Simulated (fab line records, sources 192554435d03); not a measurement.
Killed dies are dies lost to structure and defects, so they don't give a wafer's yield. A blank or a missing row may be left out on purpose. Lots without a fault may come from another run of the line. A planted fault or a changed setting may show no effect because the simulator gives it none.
fab line records | flow n5_finfet
record lots=23 wafers=69 last_day=17
route steps=1938 shown BEOL_M0_SAQP@689 BEOL_M0_CUTY@713 BEOL_M0@721 BEOL_M1@754
lots that met no fault: from a run of the same line without faults
start_h: hours from the record's first day to the start of the lot's first wafer shown | wait_h: hours since the lot's step before | " the same as in the row above | L1.1+2: a row that stands for several wafers | - no value, or no start given | * or withheld: withheld | < > ~ a bound
route shown NAME@n: a module of which the file shows steps, and the number in the route of the first | usual: mean/standard deviation of fault-free wafers | same: alike in all rows | chamber/n: place in a boat | sites: the reading at each site | _std_site: their standard deviation | _edge_site: outer sites' mean less inner sites' | radius_mm: how far each site lies from the wafer's centre | mask NAME#n: copy n | behind: the tool/chamber that last shaped the wafer | hold: why the lot was held/for how many hours/how that ended | device: the transistor (n, p or np) that didn't switch | end of line: the same wafers' tests at the end of the route | a step without rows: its recipe alone | killed: dies lost to structure and defects at the first sort, not the wafer's yield | map: a wafer's dies, x killed, . not, _ none there
set.NAME: the setting as run; set.NAME@STEP: as run at that earlier step | model.NAME: the simulator's own value behind a step, which no gauge read
steps of the route over a sample of lots; a table a step, a row a wafer
services: from which hour (start_h, from the record's first day; less than 0 if before it) a tool's chamber was out of use, for how many hours, and why
## steps
# step N5_BEOL_M0_SAQP_CD_MEAS_40
# recipe target_cd_nm=30 landing_energy_ev=500 detector=se_inlens
# usual cd_nm=30.13/0.23
# columns lot.wafer tool chamber start_h wait_h cd_nm
L074.1 cd_sem-01 0 111.64 - 30.24
L074.4 " 0 " " 30.37
L074.6 " 0 " " 30.16
L076.1 cd_sem-01 0 127.00 - 30.36
L076.3 " 0 " " 30.52
L076.5 " 0 " " 30.02
L077.2 cd_sem-01 0 130.22 - 30.16
L077.3 " 0 " " 30.20
L077.4 " 0 " " 30.44
L078.1 cd_sem-03 0 135.12 - 29.91
L078.3 " 0 " " 30.00
L078.5 " 0 " " 30.00
L079.1 cd_sem-01 0 142.48 - 30.51
L079.2 " 0 " " 30.52
L079.4 " 0 " " 30.25
L080.2 cd_sem-03 0 147.49 - 30.01
L080.4 " 0 " " 30.61
L080.5 " 0 " " 30.02
L081.1 cd_sem-02 0 154.55 - 30.16
L081.5 " 0 " " 30.35
L081.6 " 0 " " 30.08
L082.1 cd_sem-02 0 157.38 - 30.22
L082.4 " 0 " " 30.09
L082.6 " 0 " " 30.47
L083.2 cd_sem-01 0 165.81 - 30.14
L083.4 " 0 " " 30.22
L083.6 " 0 " " 30.37
L084.1 cd_sem-02 0 179.01 - 30.09
L084.2 " 0 " " 29.87
L084.3 " 0 " " 29.92
L085.2 cd_sem-02 0 185.81 - 30.24
L085.3 " 0 " " 30.36
L085.6 " 0 " " 30.09
L086.3 cd_sem-02 0 186.35 - 30.12
L086.4 " 0 " " 29.91
L086.6 " 0 " " 29.64
L087.1 cd_sem-02 0 191.00 - 29.57
L087.2 " 0 " " 30.24
L087.5 " 0 " " 29.90
L088.3 cd_sem-01 0 194.05 - 30.02
L088.4 " 0 " " 30.03
L088.6 " 0 " " 30.56
L089.1 cd_sem-01 0 203.30 - 30.24
L089.3 " 0 " " 29.78
L089.4 " 0 " " 29.84
L090.2 cd_sem-01 0 205.75 - 29.97
L090.5 " 0 " " 29.91
L090.6 " 0 " " 30.08
L091.1 cd_sem-01 0 216.67 - 30.20
L091.4 " 0 " " 30.31
L091.5 " 0 " " 30.27
L092.1 cd_sem-01 0 221.14 - 30.71
L092.2 " 0 " " 30.10
L092.5 " 0 " " 30.13
L093.1 cd_sem-02 0 223.88 - 29.97
L093.3 " 0 " " 30.55
L093.4 " 0 " " 30.28
L095.1 cd_sem-01 0 236.90 - 29.94
L095.2 " 0 " " 29.86
L095.3 " 0 " " 30.08
L094.2 cd_sem-02 0 241.01 - 29.79
L094.3 " 0 " " 30.27
L094.6 " 0 " " 30.25
L096.1 cd_sem-02 0 245.39 - 29.83
L096.4 " 0 " " 30.46
L096.5 " 0 " " 30.19
L097.2 cd_sem-02 0 247.38 - 29.90
L097.4 " 0 " " 29.87
L097.5 " 0 " " 29.68
# step N5_BEOL_M0_CUTY_ETCH_63
# recipe chemistry=N2/H2 target=SOC target_depth_a=827 overetch_a=165 mask_material=SiARC temp_c=40 ion_energy_ev=200 time_s=124 pressure_mtorr=30 source_w=840 bias_w=150 n2_flow_sccm=200 h2_flow_sccm=200
# usual chamber_pressure_mTorr=30.000/0.024 drypump_motor_current_A=5.6/0.51 oes_product_au=0.67/0.071 rf_vpp_V=523.9/2.6 showerhead_plenum_p_Torr=2.54/0.092 throttle_valve_pct=17.8/0.32
# columns lot.wafer tool chamber start_h wait_h chamber_pressure_mTorr drypump_motor_current_A oes_product_au rf_hours_counter_h rf_vpp_V showerhead_plenum_p_Torr throttle_valve_pct
L074.1 rie_diel-01 0 114.73 0.0 30.000 4.7 0.61 179 522.8 2.54 17.7
L074.4 " 1 " " 29.981 5.0 0.62 154 520.3 2.45 18.3
L074.6 " 3 " " 30.022 5.4 0.77 - 522.4 2.47 17.6
L076.1 rie_diel-06 3 128.74 0.0 29.964 5.6 0.66 73 521.7 2.47 17.9
L076.3 " 0 " " 29.986 5.7 0.71 41 527.6 2.70 17.5
L076.5 " 3 " " 29.933 5.6 0.67 - 523.0 2.47 17.9
L077.2 rie_diel-02 2 132.71 0.0 29.989 5.8 0.77 3 524.7 2.62 17.7
L077.3 " 1 " " 29.981 6.3 0.65 133 520.6 2.45 17.6
L077.4 " 3 " " 30.016 6.1 0.57 244 522.6 2.48 18.0
L078.1 rie_diel-06 1 136.64 0.0 30.040 6.2 0.80 2 523.3 2.49 17.4
L078.3 " 0 " " 29.980 5.7 0.71 43 527.6 2.70 17.5
L078.5 " 3 " " 29.981 5.6 0.67 - 523.2 2.47 17.9
L079.1 rie_diel-06 1 144.79 0.0 30.012 6.3 0.78 5 523.0 2.49 17.4
L079.2 " 3 " " 30.028 5.6 0.67 79 523.8 2.47 17.9
L079.4 " 2 " " 30.009 5.6 0.58 199 525.4 2.63 18.4
L080.2 rie_diel-01 1 149.89 0.0 30.041 5.1 0.61 166 521.2 2.45 18.4
L080.4 " 0 " " 29.994 4.7 0.60 - 523.5 2.54 17.7
L080.5 " 3 " " 30.030 5.4 0.74 - 523.2 2.46 17.6
L081.1 rie_diel-02 1 156.19 0.0 29.973 6.3 0.64 142 520.7 2.45 17.6
L081.5 " 0 " " 30.003 5.5 0.74 - 529.1 2.71 17.8
L081.6 " 1 " " 29.966 6.3 0.64 - 520.9 2.45 17.6
L082.1 rie_diel-06 1 158.99 0.0 29.988 6.3 0.77 10 521.9 2.49 17.4
L082.4 " 0 " " 29.981 5.8 0.70 51 530.5 2.69 17.6
L082.6 " 3 " " 29.978 5.5 0.66 - 521.5 2.47 17.9
L083.2 rie_diel-01 1 167.53 0.0 30.002 5.1 0.61 173 521.6 2.45 18.4
L083.4 " 0 " " 30.022 4.7 0.60 - 524.7 2.53 17.8
L083.6 " 2 " " 29.990 6.2 0.81 - 524.4 2.60 17.6
L084.1 rie_diel-01 3 180.78 0.0 30.022 5.4 0.74 34 523.0 2.46 17.6
L084.2 " 1 " " 29.985 5.0 0.60 178 519.5 2.44 18.4
L084.3 " 0 " " 30.024 4.7 0.60 203 523.6 2.53 17.8
L085.2 rie_diel-06 0 187.43 0.0 29.995 5.8 0.68 63 527.7 2.69 17.6
L085.3 " 1 " " 30.011 6.3 0.75 21 521.8 2.48 17.4
L085.6 " 1 " " 29.995 6.3 0.75 - 522.0 2.48 17.4
L086.3 rie_diel-06 3 188.26 0.0 30.015 5.5 0.65 95 520.3 2.46 17.9
L086.4 " 2 " " 30.021 5.6 0.57 214 526.0 2.63 18.4
L086.6 " 0 " " 30.013 5.7 0.69 - 527.4 2.69 17.6
L087.1 rie_diel-06 1 192.74 0.0 30.022 6.3 0.74 23 522.6 2.48 17.4
L087.2 " 2 " " 30.018 5.5 0.58 215 526.1 2.63 18.4
L087.5 " 0 " " 29.986 5.7 0.68 - 527.5 2.69 17.6
L088.3 rie_diel-01 3 195.55 0.0 30.016 5.4 0.73 38 522.2 2.46 17.6
L088.4 " 0 " " 30.002 4.7 0.60 208 522.2 2.53 17.8
L088.6 " 0 " " 30.045 4.7 0.60 - 523.7 2.53 17.8
L089.1 rie_diel-06 1 205.17 0.0 30.006 6.3 0.74 28 522.3 2.48 17.4
L089.3 " 2 " " 30.011 5.6 0.58 220 526.1 2.62 18.4
L089.4 " 3 " " 29.991 5.6 0.64 101 521.1 2.46 17.9
L090.2 rie_diel-01 0 207.56 0.0 29.977 4.7 0.59 212 523.0 2.53 17.8
L090.5 " 1 " " 30.018 5.0 0.59 - 520.3 2.44 18.4
L090.6 " 2 " " 29.975 6.2 0.75 - 525.0 2.59 17.6
L091.1 rie_diel-01 3 218.14 0.0 29.999 5.4 0.71 47 521.0 2.46 17.6
L091.4 " 2 " " 29.977 6.2 0.75 20 525.2 2.59 17.7
L091.5 " 0 " " 30.012 4.7 0.59 - 521.9 2.53 17.8
L092.1 rie_diel-02 1 222.72 0.0 29.996 6.3 0.63 165 520.1 2.44 17.6
L092.2 " 3 " " 29.995 6.1 0.76 19 523.5 2.47 17.6
L092.5 " 3 " " 30.011 6.2 0.76 - 522.0 2.47 17.6
L093.1 rie_diel-02 0 225.70 0.0 29.966 5.5 0.70 55 527.4 2.70 17.8
L093.3 " 2 " " 29.982 5.8 0.70 38 526.7 2.61 17.8
L093.4 " 1 " " 29.982 6.3 0.62 166 521.9 2.44 17.7
L095.1 rie_diel-01 3 238.82 0.0 29.979 5.4 0.70 56 522.2 2.45 17.6
L095.2 " 2 " " 29.991 6.2 0.74 28 526.2 2.59 17.6
L095.3 " 1 " " 30.040 5.0 0.60 200 521.3 2.44 18.4
L094.2 rie_diel-01 3 242.94 0.0 29.957 5.4 0.70 57 522.2 2.45 17.6
L094.3 " 1 " " 30.022 5.0 0.58 201 519.8 2.43 18.4
L094.6 " 3 " " 30.012 5.4 0.70 - 522.0 2.45 17.6
L096.1 rie_diel-01 0 246.96 0.0 29.983 4.7 0.59 228 523.5 2.52 17.8
L096.4 " 1 " " 29.999 5.0 0.58 - 520.1 2.43 18.4
L096.5 " 0 " " 30.010 4.7 0.59 - 524.1 2.52 17.8
L097.2 rie_diel-06 0 249.24 0.0 29.995 5.7 0.67 79 526.9 2.68 17.6
L097.4 " 2 " " 29.994 5.5 0.57 230 525.8 2.62 18.4
L097.5 " 2 " " 29.996 5.6 0.56 - 525.5 2.62 18.4
# step N5_BEOL_M0_TRENCH_ETCH_107
# recipe chemistry=C4F6/O2 target_depth_a=328 target=SiOC time_s=16.4 ion_energy_ev=250 pressure_mtorr=30 source_w=355 bias_w=185 Ar_flow_sccm=300 C4F6_flow_sccm=10 O2_flow_sccm=10
# usual chamber_pressure_mTorr=30.000/0.03 drypump_motor_current_A=5.7/0.47 oes_product_au=0.83/0.084 rf_vpp_V=660/14 showerhead_plenum_p_Torr=2.86/0.11 throttle_valve_pct=20.86/0.22
# columns lot.wafer tool chamber start_h wait_h chamber_pressure_mTorr drypump_motor_current_A oes_product_au rf_hours_counter_h rf_vpp_V showerhead_plenum_p_Torr throttle_valve_pct
L074.1 rie_diel-06 0 115.61 0.0 30.013 5.7 0.89 34 660 3.04 20.69
L074.4 " 2 " " 29.994 5.6 0.72 - 640 2.94 21.30
L074.6 " 3 " " 30.029 5.6 0.84 - 653 2.77 20.95
L076.1 rie_diel-06 2 130.08 0.0 29.988 5.5 0.72 194 641 2.94 21.30
L076.3 " 0 " " 30.039 5.7 0.89 41 661 3.03 20.72
L076.5 " 3 " " 30.044 5.6 0.84 - 652 2.77 20.96
L077.2 rie_diel-02 1 133.29 0.0 29.978 6.3 0.79 133 645 2.77 20.76
L077.3 " 0 " " 29.988 5.5 0.93 21 650 3.05 20.91
L077.4 " 2 " " 29.984 5.8 0.95 4 682 2.93 20.77
L078.1 rie_diel-01 3 137.30 0.0 29.970 5.4 0.91 22 684 2.79 20.69
L078.3 " 0 " " 29.982 4.7 0.73 186 657 2.81 20.60
L078.5 " 3 " " 29.996 5.4 0.92 - 684 2.79 20.69
L079.1 rie_diel-01 1 146.40 0.0 30.033 5.0 0.74 164 668 2.74 21.34
L079.2 " 0 " " 29.968 4.7 0.73 190 655 2.80 20.61
L079.4 " 2 " " 30.014 6.2 0.68 250 661 2.92 21.14
L080.2 rie_diel-02 0 150.51 0.0 30.025 5.5 0.92 27 649 3.05 20.91
L080.4 " 2 " " 30.017 5.8 0.93 - 684 2.92 20.78
L080.5 " 1 " " 29.989 6.3 0.79 - 645 2.77 20.75
L081.1 rie_diel-01 0 156.97 0.0 30.051 4.7 0.72 195 655 2.80 20.60
L081.5 " 3 " " 30.025 5.4 0.90 - 684 2.79 20.70
L081.6 " 0 " " 30.069 4.7 0.73 - 655 2.80 20.60
L082.1 rie_diel-06 2 160.08 0.0 30.030 5.6 0.71 204 640 2.94 21.30
L082.4 " 3 " " 30.022 5.6 0.82 84 652 2.77 20.98
L082.6 " 0 " " 29.996 5.7 0.87 - 660 3.03 20.73
L083.2 rie_diel-02 2 168.85 0.0 29.953 5.8 0.91 18 683 2.92 20.80
L083.4 " 2 " " 30.012 5.8 0.92 - 683 2.92 20.80
L083.6 " 0 " " 29.994 5.5 0.90 - 649 3.05 20.92
L084.1 rie_diel-02 0 181.83 0.0 30.007 5.5 0.90 38 649 3.05 20.92
L084.2 " 2 " " 29.986 5.8 0.91 23 683 2.92 20.81
L084.3 " 3 " " 29.989 6.1 0.99 4 653 2.80 20.80
L085.2 rie_diel-02 0 188.32 0.0 30.006 5.5 0.89 40 649 3.05 20.94
L085.3 " 1 " " 29.931 6.3 0.77 152 645 2.76 20.78
L085.6 " 3 " " 29.968 6.1 0.98 - 653 2.79 20.80
L087.1 rie_diel-02 0 193.93 0.0 29.982 5.5 0.88 43 651 3.04 20.92
L087.2 " 1 " " 30.023 6.3 0.76 154 645 2.76 20.78
L087.5 " 2 " " 30.000 5.8 0.89 - 684 2.92 20.80
L086.3 rie_diel-06 3 193.99 0.0 29.990 5.6 0.80 97 653 2.76 21.00
L086.4 " 2 " " 30.004 5.6 0.70 215 642 2.93 21.33
L086.6 " 1 " " 30.024 6.3 0.93 - 668 2.78 20.56
L088.3 rie_diel-06 3 197.77 0.0 30.000 5.6 0.81 98 651 2.76 21.00
L088.4 " 2 " " 29.994 5.5 0.71 217 640 2.93 21.33
L088.6 " 0 " " 30.039 5.7 0.86 - 660 3.02 20.75
L089.1 rie_diel-01 0 208.21 0.0 29.987 4.7 0.72 212 655 2.79 20.62
L089.3 " 1 " " 29.982 5.1 0.72 187 667 2.73 21.37
L089.4 " 3 " " 29.985 5.4 0.87 43 683 2.78 20.71
L090.2 rie_diel-06 1 208.66 0.0 29.979 6.3 0.91 29 668 2.78 20.57
L090.5 " 0 " " 30.013 5.7 0.83 - 659 3.02 20.76
L090.6 " 1 " " 30.003 6.3 0.91 - 667 2.78 20.57
L091.1 rie_diel-01 2 220.86 0.0 29.984 6.1 0.91 21 661 2.91 20.80
L091.4 " 0 " " 30.037 4.7 0.71 217 655 2.79 20.64
L091.5 " 0 " " 30.015 4.7 0.71 - 654 2.79 20.64
L092.1 rie_diel-02 0 223.96 0.0 29.904 5.5 0.87 54 650 3.04 20.96
L092.2 " 3 " " 29.960 6.1 0.93 20 654 2.79 20.83
L092.5 " 3 " " 30.043 6.1 0.94 - 652 2.79 20.83
L093.1 rie_diel-01 0 228.33 0.0 30.030 4.7 0.72 221 655 2.79 20.66
L093.3 " 3 " " 30.038 5.4 0.87 51 683 2.78 20.72
L093.4 " 2 " " 30.022 6.2 0.91 24 661 2.91 20.79
L095.1 rie_diel-02 1 239.50 0.0 29.978 6.3 0.75 172 645 2.76 20.82
L095.2 " 2 " " 30.012 5.8 0.86 44 684 2.91 20.84
L095.3 " 0 " " 30.001 5.5 0.86 61 648 3.03 20.93
L094.2 rie_diel-06 0 243.61 0.0 29.914 5.7 0.83 77 661 3.01 20.77
L094.3 " 1 " " 30.029 6.3 0.91 36 668 2.78 20.57
L094.6 " 0 " " 29.969 5.7 0.83 - 659 3.02 20.77
L096.1 rie_diel-02 1 247.61 0.0 30.003 6.4 0.75 175 644 2.75 20.82
L096.4 " 3 " " 30.039 6.1 0.90 32 653 2.78 20.84
L096.5 " 2 " " 29.975 5.8 0.85 - 683 2.91 20.81
L097.2 rie_diel-01 0 252.28 0.0 30.000 4.7 0.70 231 655 2.79 20.66
L097.4 " 0 " " 29.989 4.7 0.71 - 655 2.78 20.66
L097.5 " 1 " " 29.959 5.0 0.71 - 666 2.72 21.39
# step N5_BEOL_M0_SURFACE_TREAT_137
# recipe gas=Ar time_s=* ion_energy_ev=* ion_current_ma_cm2=0.5 pressure_mtorr=* ar_flow_sccm=30
# usual throttle_valve_pct=*
# columns lot.wafer tool chamber start_h wait_h throttle_valve_pct
L074.1 pvd_sputter-03 - 117.86 1.2 *
L074.4 " - " " *
L074.6 " - " " *
L076.1 pvd_sputter-01 - 132.44 0.2 *
L076.3 " - " " *
L076.5 " - " " *
L077.2 pvd_sputter-02 - 134.60 0.4 *
L077.3 " - " " *
L077.4 " - " " *
L078.1 pvd_sputter-01 - 138.26 0.2 *
L078.3 " - " " *
L078.5 " - " " *
L079.1 pvd_sputter-02 - 147.16 0.2 *
L079.2 " - " " *
L079.4 " - " " *
L080.2 pvd_sputter-01 - 152.75 0.1 *
L080.4 " - " " *
L080.5 " - " " *
L081.1 pvd_sputter-03 - 158.32 0.2 *
L081.5 " - " " *
L081.6 " - " " *
L082.1 pvd_sputter-03 - 163.88 0.2 *
L082.4 " - " " *
L082.6 " - " " *
L083.2 pvd_sputter-03 - 169.94 0.2 *
L083.4 " - " " *
L083.6 " - " " *
L084.1 pvd_sputter-03 - 182.99 0.1 *
L084.2 " - " " *
L084.3 " - " " *
L085.2 pvd_sputter-01 - 189.79 0.6 *
L085.3 " - " " *
L085.6 " - " " *
L087.1 pvd_sputter-02 - 195.01 0.2 *
L087.2 " - " " *
L087.5 " - " " *
L086.3 pvd_sputter-03 - 195.19 0.2 *
L086.4 " - " " *
L086.6 " - " " *
L088.3 pvd_sputter-01 - 198.81 0.3 *
L088.4 " - " " *
L088.6 " - " " *
L089.1 pvd_sputter-02 - 209.21 0.2 *
L089.3 " - " " *
L089.4 " - " " *
L090.2 pvd_sputter-02 - 210.37 0.1 *
L090.5 " - " " *
L090.6 " - " " *
L091.1 pvd_sputter-03 - 222.46 0.2 *
L091.4 " - " " *
L091.5 " - " " *
L092.1 pvd_sputter-02 - 227.05 0.2 *
L092.2 " - " " *
L092.5 " - " " *
L093.1 pvd_sputter-01 - 230.96 0.1 *
L093.3 " - " " *
L093.4 " - " " *
L095.1 pvd_sputter-03 - 240.43 0.1 *
L095.2 " - " " *
L095.3 " - " " *
L094.2 pvd_sputter-01 - 246.00 0.1 *
L094.3 " - " " *
L094.6 " - " " *
L096.1 pvd_sputter-02 - 249.24 0.4 *
L096.4 " - " " *
L096.5 " - " " *
L097.2 pvd_sputter-02 - 254.03 0.2 *
L097.4 " - " " *
L097.5 " - " " *
# step N5_BEOL_M1_HM_DEP_02
# recipe material=TiN target_thk_a=200 temp_c=25 chamber_pressure_pa=0.49996
# usual throttle_valve_pct=30.1/0.66
# columns lot.wafer tool chamber start_h wait_h throttle_valve_pct
L074.1 pvd_sputter-02 - 121.46 1.4 30.5
L074.4 " - " " 29.3
L074.6 " - " " 29.3
L076.1 pvd_sputter-01 - 134.92 0.5 30.3
L076.3 " - " " 30.3
L076.5 " - " " 30.2
L077.2 pvd_sputter-03 - 137.63 1.1 30.3
L077.3 " - " " 29.5
L077.4 " - " " 30.7
L078.1 pvd_sputter-03 - 141.04 1.0 30.2
L078.3 " - " " 30.9
L078.5 " - " " 29.0
L079.1 pvd_sputter-01 - 150.57 0.0 29.6
L079.2 " - " " 30.4
L079.4 " - " " 29.7
L080.2 pvd_sputter-01 - 157.53 3.0 29.7
L080.4 " - " " 29.9
L080.5 " - " " 29.9
L081.1 pvd_sputter-03 - 163.68 1.9 30.5
L081.5 " - " " 30.5
L081.6 " - " " 29.7
L082.1 pvd_sputter-02 - 168.60 2.6 29.4
L082.4 " - " " 29.4
L082.6 " - " " 30.6
L083.2 pvd_sputter-02 - 172.98 0.7 29.4
L083.4 " - " " 29.3
L083.6 " - " " 30.6
L084.1 pvd_sputter-01 - 185.04 0.2 30.2
L084.2 " - " " 29.9
L084.3 " - " " 29.6
L085.2 pvd_sputter-03 - 194.17 0.9 29.2
L085.3 " - " " 29.9
L085.6 " - " " 29.9
L087.1 pvd_sputter-01 - 197.91 1.1 29.6
L087.2 " - " " 30.3
L087.5 " - " " 30.7
L086.3 pvd_sputter-03 - 198.61 0.0 29.3
L086.4 " - " " 30.7
L086.6 " - " " 30.9
L088.3 pvd_sputter-03 - 203.59 1.4 30.6
L088.4 " - " " 30.9
L088.6 " - " " 31.2
L089.1 pvd_sputter-01 - 211.12 0.1 30.4
L089.3 " - " " 30.0
L089.4 " - " " 30.0
L090.2 pvd_sputter-03 - 213.67 1.5 30.0
L090.5 " - " " 28.8
L090.6 " - " " 29.6
L091.1 pvd_sputter-02 - 226.75 2.1 29.0
L091.4 " - " " 30.7
L091.5 " - " " 29.0
L092.1 pvd_sputter-02 - 230.11 0.8 29.1
L092.2 " - " " 29.0
L092.5 " - " " 31.3
L093.1 pvd_sputter-01 - 232.80 0.1 30.0
L093.3 " - " " 29.7
L093.4 " - " " 30.6
L095.1 pvd_sputter-03 - 243.21 0.4 29.7
L095.2 " - " " 30.4
L095.3 " - " " 29.4
L094.2 pvd_sputter-03 - 248.43 0.5 31.2
L094.3 " - " " 29.7
L094.6 " - " " 31.1
L096.1 pvd_sputter-03 - 252.53 0.5 29.1
L096.4 " - " " 31.0
L096.5 " - " " 30.2
L097.2 pvd_sputter-01 - 257.10 0.8 29.6
L097.4 " - " " 30.4
L097.5 " - " " 30.1
# step N5_BEOL_M1_ETCH_74
# recipe chemistry=N2/H2 target=underlayer target_depth_a=65 mask_material=CAR-EUV time_s=5.2 ion_energy_ev=200 pressure_mtorr=30 source_w=840 bias_w=150 n2_flow_sccm=200 h2_flow_sccm=200 ends=cleared
# usual chamber_pressure_mTorr=30.00/0.042 drypump_motor_current_A=5.85/0.22 etch_rf_on_time_s=5.16/0.08 oes_product_au=0.66/0.071 rf_vpp_V=523/3.2 showerhead_plenum_p_Torr=2.53/0.1 throttle_valve_pct=17.99/0.22
# columns lot.wafer tool chamber start_h wait_h chamber_pressure_mTorr drypump_motor_current_A etch_rf_on_time_s oes_product_au rf_hours_counter_h rf_vpp_V showerhead_plenum_p_Torr throttle_valve_pct
L074.1 rie_diel-05 2 122.01 0.0 30.01 5.82 5.13 0.76 40 529 2.71 17.98
L074.4 " 1 " " 30.00 5.68 5.35 0.59 223 525 2.51 17.96
L074.6 " 2 " " 29.95 5.80 5.17 0.77 - 528 2.71 17.98
L076.1 rie_diel-03 0 135.46 0.0 30.01 6.27 5.18 0.63 163 525 2.53 18.11
L076.3 " 1 " " 29.96 5.58 5.13 0.65 157 521 2.45 18.16
L076.5 " 2 " " 30.01 5.72 5.21 0.66 - 527 2.64 17.89
L077.2 rie_diel-04 1 138.33 0.0 29.96 6.00 5.23 0.74 66 524 2.49 17.67
L077.3 " 3 " " 29.98 6.20 5.20 0.64 164 524 2.55 18.15
L077.4 " 2 " " 29.98 5.65 5.14 0.59 242 522 2.39 17.86
L078.1 rie_diel-03 0 141.60 0.0 29.92 6.27 5.08 0.63 165 527 2.53 18.14
L078.3 " 3 " " 30.01 5.77 5.09 0.59 242 519 2.40 17.95
L078.5 " 0 " " 29.94 6.27 5.14 0.63 - 526 2.53 18.15
L079.1 rie_diel-03 2 151.12 0.0 29.99 5.70 5.18 0.67 142 526 2.64 17.90
L079.2 " 3 " " 30.00 5.81 5.03 0.59 244 517 2.39 17.95
L079.4 " 1 " " 29.95 5.57 5.10 0.65 162 521 2.45 18.12
L080.2 rie_diel-03 1 158.20 0.0 29.99 5.63 5.13 0.65 165 519 2.45 18.14
L080.4 " 3 " " 30.05 5.80 5.08 0.60 246 520 2.39 17.94
L080.5 " 0 " " 30.08 6.27 5.17 0.63 - 525 2.53 18.13
L081.1 rie_diel-05 3 164.37 0.0 30.00 6.00 5.24 0.64 146 522 2.43 17.91
L081.5 " 0 " " 30.04 5.82 5.16 0.59 - 522 2.51 18.31
L081.6 " 3 " " 30.00 6.01 5.21 0.63 - 519 2.43 17.87
L082.1 rie_diel-03 1 169.40 0.0 30.00 5.62 5.07 0.65 168 518 2.44 18.14
L082.4 " 2 " " 30.08 5.70 5.13 0.66 148 528 2.63 17.89
L082.6 " 1 " " 30.03 5.61 5.07 0.65 - 518 2.44 18.19
L083.2 rie_diel-04 0 173.79 0.0 29.97 5.50 5.14 0.62 185 522 2.41 17.93
L083.4 " 0 " " 30.00 5.47 5.20 0.62 - 521 2.41 17.91
L083.6 " 3 " " 29.95 6.19 5.23 0.63 - 524 2.54 18.16
L084.1 rie_diel-05 3 185.59 0.0 29.98 6.00 5.27 0.63 152 521 2.43 17.90
L084.2 " 2 " " 29.98 5.81 5.14 0.75 57 527 2.70 18.01
L084.3 " 0 " " 30.01 5.80 5.16 0.59 228 519 2.51 18.27
L085.2 rie_diel-03 0 194.84 0.0 30.01 6.27 5.15 0.62 184 521 2.53 18.15
L085.3 " 2 " " 29.98 5.72 5.16 0.65 159 526 2.63 17.92
L085.6 " 1 " " 29.93 5.62 5.17 0.63 - 518 2.44 18.13
L087.1 rie_diel-05 1 198.60 0.0 30.06 5.68 5.27 0.58 246 523 2.50 18.02
L087.2 " 2 " " 30.01 5.84 5.07 0.75 61 525 2.70 18.00
L087.5 " 3 " " 30.02 6.00 5.19 0.64 - 521 2.43 17.92
L086.3 rie_diel-03 2 199.28 0.0 29.95 5.70 5.23 0.64 160 527 2.63 17.92
L086.4 " 1 " " 30.01 5.59 5.19 0.63 180 521 2.44 18.16
L086.6 " 2 " " 30.06 5.76 5.20 0.64 - 528 2.63 17.92
L088.3 rie_diel-03 0 204.27 0.0 29.98 6.31 5.26 0.61 187 521 2.52 18.17
L088.4 " 1 " " 29.99 5.59 5.19 0.63 182 521 2.44 18.15
L088.6 " 3 " " 29.91 5.80 4.98 0.85 - 529 2.71 17.50
L089.1 rie_diel-05 3 211.92 0.0 30.06 6.01 5.14 0.63 161 520 2.43 17.93
L089.3 " 0 " " 30.04 5.82 5.18 0.59 235 523 2.50 18.30
L089.4 " 0 " " 29.99 5.82 5.14 0.59 - 521 2.51 18.27
L090.2 rie_diel-05 3 214.22 0.0 30.03 6.01 5.28 0.63 161 521 2.43 17.90
L090.5 " 2 " " 30.04 5.83 5.18 0.73 - 529 2.70 18.01
L090.6 " 0 " " 30.05 5.82 5.20 0.58 - 522 2.51 18.28
L091.1 rie_diel-04 1 227.42 0.0 30.00 6.00 5.24 0.71 92 521 2.48 17.67
L091.4 " 3 " " 29.94 6.24 5.25 0.61 188 525 2.54 18.18
L091.5 " 3 " " 29.98 6.25 5.23 0.63 - 522 2.54 18.20
L092.1 rie_diel-05 2 230.76 0.0 30.10 5.82 5.13 0.72 73 525 2.69 18.04
L092.2 " 3 " " 29.92 6.01 5.26 0.62 168 521 2.42 17.95
L092.5 " 2 " " 29.99 5.82 5.11 0.72 - 528 2.69 18.03
L093.1 rie_diel-03 2 233.37 0.0 29.96 5.70 5.14 0.64 170 527 2.62 17.95
L093.3 " 0 " " 29.91 6.29 5.18 0.61 196 520 2.52 18.17
L093.4 " 3 " " 30.07 5.79 4.98 0.81 12 529 2.71 17.50
L095.1 rie_diel-05 2 243.77 0.0 30.10 5.81 5.08 0.72 79 529 2.69 18.04
L095.2 " 1 " " 29.98 5.68 5.25 0.84 4 523 2.50 17.58
L095.3 " 3 " " 29.92 6.00 5.18 0.62 173 521 2.42 17.94
L094.2 rie_diel-05 3 249.06 0.0 30.01 6.02 5.17 0.62 175 520 2.42 17.93
L094.3 " 1 " " 30.02 5.69 5.18 0.83 6 522 2.50 17.59
L094.6 " 3 " " 29.98 6.00 5.20 0.62 - 522 2.42 17.92
L096.1 rie_diel-03 0 253.08 0.0 30.00 6.27 5.10 0.61 203 525 2.52 18.21
L096.4 " 3 " " 29.96 5.80 4.96 0.80 18 526 2.70 17.55
L096.5 " 3 " " 30.01 5.78 5.00 0.80 - 529 2.70 17.54
L097.2 rie_diel-05 3 257.77 0.0 30.03 6.03 5.21 0.62 178 522 2.42 17.96
L097.4 " 3 " " 30.05 6.01 5.25 0.61 - 521 2.42 17.94
L097.5 " 2 " " 30.00 5.84 5.12 0.71 - 529 2.69 18.06
## services
# columns tool chamber start_h hours kind
rie_diel-02 2 96.77 1.5 repair
rie_diel-05 - 97.29 2.8 pm
rie_diel-02 2 101.58 - clean
rie_diel-02 2 101.58 - consumable_replace:focus_ring
rie_diel-02 2 101.58 20.0 scheduled_down
rie_diel-06 1 109.69 - clean
rie_diel-06 1 109.69 - consumable_replace:focus_ring
rie_diel-06 1 109.69 20.6 scheduled_down
rie_diel-06 1 109.69 20.6 vent_cycle
rie_diel-01 3 130.35 4.5 repair
rie_diel-01 2 147.45 - clean
rie_diel-01 2 147.45 - consumable_replace:focus_ring
rie_diel-01 2 147.45 14.8 scheduled_down
rie_diel-01 2 147.45 14.8 vent_cycle
rie_diel-01 - 148.96 0.1 repair
pvd_sputter-02 - 153.89 1.6 repair
rie_diel-05 2 156.09 5.9 repair
rie_diel-02 1 158.46 5.5 repair
rie_diel-03 - 158.81 0.4 repair
rie_diel-06 - 215.62 15.6 pm
rie_diel-04 - 234.11 1.7 repair
rie_diel-02 2 235.45 2.4 repair
rie_diel-01 3 246.14 18.9 repair
rie_diel-04 0 248.92 19.3 repair
## key
fault none
